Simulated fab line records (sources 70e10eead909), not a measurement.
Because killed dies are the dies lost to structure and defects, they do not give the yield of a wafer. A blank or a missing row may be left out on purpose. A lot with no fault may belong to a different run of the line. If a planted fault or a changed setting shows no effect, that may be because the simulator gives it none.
fab line records	flow nandHarc
record: lots: 12	wafers: 36	lastDay: 24
route steps=1159 shown A_STAIRCASE@519 END@1159
lots that met no fault: taken from a fault-free run of the same line
startH: the number of hours between the record's first day and the start of the first shown wafer of the lot	waitH: hours elapsed since this lot's preceding step	" identical to the entry in the row above	L1.1+2: one row covering several wafers at once	- no value, or no start was given	* or withheld: withheld	< > ~ a bound
route shown NAME@n: names a module that has steps shown in the file, with the first one's number in the route	usual: average and standard deviation across the fault-free wafers	same: alike in all rows	chamber/n: place in a boat	sites: per-site readings	_std_site: the standard deviation of these	_edge_site: inner sites' mean taken away from outer sites' mean	radiusMm: how far each site lies from the wafer's centre	mask NAME#n: copy n	behind: tool/chamber where the wafer was last shaped	hold: cause of the lot's hold/its duration in hours/its outcome	device: whichever transistor did not switch (one of n, p or np)	end of line: at the end of the route, the tests of the same wafers	a step with no rows: only its recipe	killed: not the wafer's yield, but the dies lost to structure and defects at the first sort	map: dies across one wafer; x = killed, . = not, _ = none there
set.NAME: the setting the step ran with; set.NAME@STEP: the setting that earlier step ran with	model.NAME: the simulator's own value behind a step, which no gauge read
route steps across a sampled set of lots; one table per step, one row per wafer
services: a tool's chamber out of use, with start hour (startH, from the record's first day; less than 0 if before it), hours out, and reason
== steps ==
step: NHARC_A_STAIRCASE_DEP_156
recipe: targetThkA: 500	tempC: 400	targetThkNm: 50	flowSccm: 200	rfW: 450	material: SiNx
usual: heaterPowerW: 694/100	susceptorTempC: 399.97/0.2
lot.wafer	tool	chamber	startH	waitH	heaterPowerW	susceptorTempC
L490.3	pecvd-04	1	230.50	0.1	847	399.84
L490.2	"	2	"	"	622	399.92
L490.4	"	0	"	"	813	400.11
L491.3	pecvd-03	0	247.18	0.9	644	400.11
L491.1	"	1	"	"	759	400.15
L491.4	"	2	"	"	636	400.27
L493.1	pecvd-03	2	247.35	0.9	563	400.27
L493.3	"	0	"	"	727	399.85
L493.5	"	0	"	"	730	399.73
L495.1	pecvd-04	1	250.91	0.1	941	399.84
L495.5	"	1	"	"	933	399.96
L495.4	"	2	"	"	565	400.12
L492.1	pecvd-01	1	251.08	0.1	630	400.10
L492.3	"	2	"	"	697	400.17
L492.6	"	1	"	"	641	399.73
L494.2	pecvd-04	1	257.11	0.4	903	400.04
L494.6	"	0	"	"	678	399.82
L494.5	"	2	"	"	645	399.84
L496.2	pecvd-01	0	257.12	0.4	640	400.12
L496.6	"	2	"	"	678	400.13
L496.5	"	0	"	"	664	400.17
L500.1	pecvd-01	0	296.08	0.4	574	400.13
L500.6	"	2	"	"	630	400.09
L500.5	"	1	"	"	586	400.23
L506.1	pecvd-04	0	336.44	0.3	683	399.82
L506.3	"	2	"	"	631	400.18
L506.4	"	1	"	"	811	399.79
L507.2	pecvd-03	1	343.08	0.1	836	399.76
L507.3	"	2	"	"	544	399.59
L507.4	"	2	"	"	560	399.74
L510.1	pecvd-04	2	352.98	0.1	586	399.88
L510.3	"	2	"	"	596	399.86
L510.5	"	1	"	"	898	400.01
L512.1	pecvd-04	1	355.97	0.1	839	400.07
L512.3	"	2	"	"	533	399.72
L512.5	"	1	"	"	835	399.88
step: NHARC_A_STAIRCASE_TRIM_12
recipe: timeS: 211.2	o2FlowSccm: 500	arFlowSccm: 0	biasW: 0	chemistry: O2
usual: drypumpMotorCurrentA: 5.7/0.65	oesProductAu: 1.004/0.014	rfVppV: 57.6/0.92	showerheadPlenumPTorr: 3.46/0.14	throttleValvePct: 17.037/0.0095
lot.wafer	tool	chamber	startH	waitH	drypumpMotorCurrentA	oesProductAu	rfHoursCounterH	rfVppV	showerheadPlenumPTorr	throttleValvePct
L490.2	rieDiel-01	0	233.44	0.1	6.6	1.014	32	58.6	3.33	17.055
L490.3	"	2	"	"	5.7	1.027	35	56.1	3.41	17.033
L490.4	"	3	"	"	4.9	1.020	31	58.4	3.42	17.033
L491.4	rieDiel-11	0	250.07	0.1	6.0	0.975	19	56.9	3.61	17.046
L491.1	"	1	"	"	5.1	1.019	20	57.1	3.35	17.044
L491.3	"	2	"	"	5.1	0.995	13	56.8	3.40	17.048
L493.1	rieDiel-01	3	250.37	0.1	4.9	1.011	36	57.2	3.42	17.041
L493.3	"	1	"	"	5.3	1.019	41	60.2	3.60	17.037
L493.5	"	3	"	"	4.9	1.014	-	55.8	3.42	17.042
L495.4	rieDiel-01	3	253.77	0.1	4.9	1.021	37	58.1	3.42	17.035
L495.1	"	1	"	"	5.2	1.027	42	58.5	3.60	17.036
L495.5	"	0	"	"	6.6	1.003	-	56.8	3.32	17.051
L492.3	rieDiel-07	3	254.17	0.1	5.4	0.990	6	57.5	3.77	17.032
L492.1	"	0	"	"	5.3	1.012	5	57.2	3.30	17.038
L492.6	"	2	"	"	6.7	0.990	-	57.5	3.49	17.038
L494.2	rieDiel-01	0	260.05	0.1	6.6	0.996	41	56.0	3.32	17.030
L494.5	"	0	"	"	6.6	1.003	-	55.7	3.32	17.036
L494.6	"	1	"	"	5.2	1.017	-	57.6	3.60	17.046
L496.2	rieDiel-07	2	260.39	0.1	6.8	0.976	10	58.5	3.48	17.018
L496.5	"	3	"	"	5.4	0.987	-	59.3	3.77	17.041
L496.6	"	0	"	"	5.3	1.011	-	58.3	3.30	17.034
L500.1	rieDiel-07	3	298.88	0.1	5.4	0.983	24	58.2	3.76	17.042
L500.5	"	2	"	"	6.8	0.988	-	58.7	3.48	17.049
L500.6	"	3	"	"	5.4	0.986	-	59.2	3.76	17.041
L506.1	rieDiel-01	2	339.48	0.1	5.7	1.009	2	57.4	3.39	17.045
L506.3	"	3	"	"	4.9	0.992	4	56.1	3.41	17.043
L506.4	"	0	"	"	6.6	1.015	4	58.0	3.31	17.034
L507.2	rieDiel-11	1	346.17	0.1	5.1	1.005	59	56.8	3.33	17.033
L507.3	"	2	"	"	5.1	0.986	56	57.0	3.38	17.022
L507.4	"	3	"	"	5.5	1.017	57	57.1	3.36	17.028
L510.1	rieDiel-11	3	355.97	0.1	5.5	1.009	61	57.3	3.36	17.039
L510.3	"	1	"	"	5.1	1.006	63	59.0	3.33	17.048
L510.5	"	3	"	"	5.5	1.007	-	58.9	3.36	17.030
L512.3	rieDiel-07	1	359.20	0.1	6.4	1.004	38	59.2	3.63	17.034
L512.1	"	2	"	"	6.8	0.979	36	57.9	3.47	17.064
L512.5	"	3	"	"	5.4	0.989	-	59.9	3.75	17.027
step: NHARC_A_STAIRCASE_ETCH_13
recipe: targetDepthA: 1000	timeS: 40.5	ionEnergyEv: 400	c4f8FlowSccm: 20	o2FlowSccm: 10	arFlowSccm: withheld	rfW: 600	biasW: 1000	chemistry: C4F8/O2
usual: oesProductAu: 0.942/0.016	rfVppV: 893/5.1
lot.wafer	tool	chamber	startH	waitH	oesProductAu	rfHoursCounterH	rfVppV
L490.4	rieDiel-01	0	233.60	-	0.941	32	889
L490.2	"	1	"	"	0.951	36	898
L490.3	"	2	"	"	0.970	35	891
L491.4	rieDiel-11	0	250.22	-	0.914	19	898
L491.1	"	1	"	"	0.942	20	890
L491.3	"	3	"	"	0.955	18	890
L493.3	rieDiel-01	0	250.52	-	0.928	37	888
L493.1	"	2	"	"	0.947	41	891
L493.5	"	1	"	"	0.942	-	899
L495.4	rieDiel-01	0	253.95	-	0.926	38	888
L495.1	"	1	"	"	0.943	42	898
L495.5	"	0	"	"	0.922	-	889
L492.3	rieDiel-07	0	254.31	-	0.946	6	888
L492.1	"	1	"	"	0.943	6	900
L492.6	"	0	"	"	0.948	-	888
L494.2	rieDiel-01	0	260.21	-	0.935	41	886
L494.5	"	3	"	"	0.935	-	892
L494.6	"	0	"	"	0.924	-	889
L496.2	rieDiel-07	0	260.51	-	0.949	9	889
L496.6	"	3	"	"	0.929	-	905
L496.5	"	0	"	"	0.950	-	887
L500.1	rieDiel-07	1	299.03	-	0.961	23	898
L500.5	"	2	"	"	0.949	-	895
L500.6	"	3	"	"	0.935	-	904
L506.3	rieDiel-01	1	339.64	-	0.957	4	900
L506.1	"	2	"	"	1.123	2	893
L506.4	"	0	"	"	0.943	4	888
L507.4	rieDiel-11	1	346.31	-	0.936	59	889
L507.3	"	2	"	"	0.920	56	891
L507.2	"	3	"	"	0.941	57	889
L510.1	rieDiel-11	1	356.12	-	0.923	63	888
L510.3	"	0	"	"	0.897	58	900
L510.5	"	2	"	"	0.908	-	892
L512.1	rieDiel-07	0	359.32	-	0.973	40	888
L512.3	"	3	"	"	0.936	43	903
L512.5	"	0	"	"	0.970	-	887
step: NHARC_A_STAIRCASE_ETCH_23
recipe: targetDepthA: 1000	timeS: 40.5	ionEnergyEv: 400	c4f8FlowSccm: 20	o2FlowSccm: 10	arFlowSccm: withheld	rfW: 600	biasW: 1000	chemistry: C4F8/O2
usual: oesProductAu: 0.948/0.015	rfVppV: 894/5
lot.wafer	tool	chamber	startH	waitH	oesProductAu	rfHoursCounterH	rfVppV
L490.4	rieDiel-01	2	-	-	0.949	35	892
L490.3	"	3	"	"	0.952	32	892
L490.2	"	0	"	"	0.948	33	888
L491.4	rieDiel-07	2	-	-	0.945	5	894
L491.1	"	3	"	"	0.948	5	905
L491.3	"	0	"	"	0.976	4	888
L493.1	rieDiel-01	3	-	-	0.957	37	893
L493.3	"	0	"	"	0.936	37	889
L493.5	"	3	"	"	0.951	-	890
L495.4	rieDiel-01	2	-	-	0.960	43	892
L495.1	"	3	"	"	0.951	38	892
L495.5	"	1	"	"	0.964	-	898
L492.3	rieDiel-07	0	-	-	0.947	7	888
L492.1	"	1	"	"	0.948	7	900
L492.6	"	1	"	"	0.944	-	901
L494.2	rieDiel-11	1	-	-	0.952	25	888
L494.6	"	1	"	"	0.945	-	890
L494.5	"	2	"	"	0.950	-	892
L496.2	rieDiel-07	2	-	-	0.930	10	895
L496.6	"	2	"	"	0.932	-	895
L496.5	"	3	"	"	0.924	-	906
L500.1	rieDiel-11	0	-	-	0.915	38	898
L500.5	"	1	"	"	0.949	-	888
L500.6	"	2	"	"	0.950	-	890
L506.4	rieDiel-01	2	-	-	0.950	2	891
L506.1	"	3	"	"	0.941	5	892
L506.3	"	0	"	"	0.941	5	888
L507.3	rieDiel-01	1	-	-	0.931	7	899
L507.4	"	2	"	"	0.934	5	890
L507.2	"	3	"	"	0.928	7	891
L510.1	rieDiel-01	3	-	-	0.949	13	892
L510.3	"	1	"	"	0.946	12	898
L510.5	"	2	"	"	0.988	-	890
L512.3	rieDiel-07	0	-	-	0.942	41	887
L512.1	"	1	"	"	0.936	39	900
L512.5	"	2	"	"	0.923	-	894
step: NHARC_END_SORT_01
recipe: tempC: 25
usual: killedAtArray: 28/11	killedAtOther: 0.7/0.88	killedAtPeriphery: 3.1/2.2	killedDies: 31/12	killedOpen: 3.3/2	killedShort: 2.0/1.6
same: grossDies: 677
lot.wafer	tool	chamber	startH	waitH	killedAtArray	killedAtOther	killedAtPeriphery	killedDies	killedOpen	killedShort
L506.1	prober-01	0	570.05	2.5	583	1	6	590	5	4
L506.3	prober-01	0	571.68	3.1	43	0	4	47	6	2
L506.4	prober-01	0	572.49	3.4	41	1	0	42	0	2
killed by level:class
L506.1 A_STAIRCASE:areaEtch=541 A_SLIT:chamberFilmFlake=16 A_CHANNEL_HOLE_D1:chamberFilmFlake=8 A_STAIRCASE:chamberFilmFlake=4 A_WL_FILL:chamberFilmFlake=3 A_CONTACT:chamberFilmFlake=3 A_WL_FILL:geometricParticle:short=2 P_GATE:chamberFilmFlake=2
L506.3 A_CHANNEL_HOLE_D1:chamberFilmFlake=15 A_SLIT:chamberFilmFlake=12 A_STAIRCASE:chamberFilmFlake=4 A_WL_FILL:chamberFilmFlake=4 A_CONTACT:geometricParticle:open=3 P_M0:geometricParticle:open=2 A_CHANNEL_FILL_D1:geometricParticle:open=1 A_WL_FILL:geometricParticle:short=1
L506.4 A_CHANNEL_HOLE_D1:chamberFilmFlake=18 A_SLIT:chamberFilmFlake=16 A_STAIRCASE:chamberFilmFlake=2 A_CONTACT:chamberFilmFlake=2 A_ONON_D1:geometricParticle:short=1 A_CONTACT:geometricParticle:short=1 A_BONDPAD:chamberFilmFlake=1 THIN_TSV:chamberFilmFlake=1
== services ==
tool	chamber	startH	hours	kind
rieDiel-07	-	215.01	1.7	repair
rieDiel-01	0	220.75	-	clean
rieDiel-01	1	220.75	-	clean
rieDiel-01	2	220.75	-	clean
rieDiel-01	3	220.75	-	clean
rieDiel-11	2	228.09	10.0	repair
rieDiel-07	-	228.46	9.0	pm
rieDiel-01	-	228.51	2.2	repair
pecvd-01	-	237.13	13.0	pm
rieDiel-01	0	245.25	-	clean
rieDiel-01	1	245.25	-	clean
rieDiel-01	2	245.25	-	clean
rieDiel-01	3	245.25	-	clean
rieDiel-01	1	261.53	5.9	repair
rieDiel-07	2	267.40	10.3	repair
rieDiel-01	0	269.75	-	clean
rieDiel-01	1	269.75	-	clean
pecvd-03	1	293.23	28.1	repair
pecvd-03	-	294.11	13.0	pm
rieDiel-01	-	314.91	9.0	pm
rieDiel-01	2	331.12	8.1	repair
rieDiel-07	-	335.76	2.1	repair
pecvd-04	2	343.94	6.3	repair
pecvd-04	0	347.41	11.8	repair
== key ==
firstSign: step: NHARC_A_STAIRCASE_ETCH_13	reading: oesProductAu	direction: up	sigmas: 11	usual: 0.942	struck: 1.123
effect: step: NHARC_END_SORT_01	reading: killedAtArray	direction: up	sigmas: 49	usual: 28	struck: 583
moreKillsBornAt: NHARC_A_STAIRCASE_ETCH_13@rieDiel-01: 541
metAt NHARC_A_STAIRCASE_ETCH_13
struckLots L506
struckWafers L506.1
laterRowsLeftOut L506.1
testerLeftOut L506
notActingAt NHARC_A_STAIRCASE_DEP_156,NHARC_A_STAIRCASE_TRIM_12,NHARC_A_STAIRCASE_ETCH_23
onsetBetween 250.52 339.64
fault: kind: processParameterDrift	tool: rieDiel-01	chamber: 2	onsetH: 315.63	steps: NHARC_A_STAIRCASE_ETCH_13	channel: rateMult	offset: 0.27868	shape: step	endH: 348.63
testerLeftOut: of these lots the tester's yield and bins aren't shown, on N5 and GAA mostly nor the transistor test; their killed dies are dies lost to structure and defects alone, not to doping, threshold or leakage, so they don't give the yield
laterRowsLeftOut: the simulator's readings of these wafers behind a module that went badly wrong aren't trusted and aren't shown, but for the sort
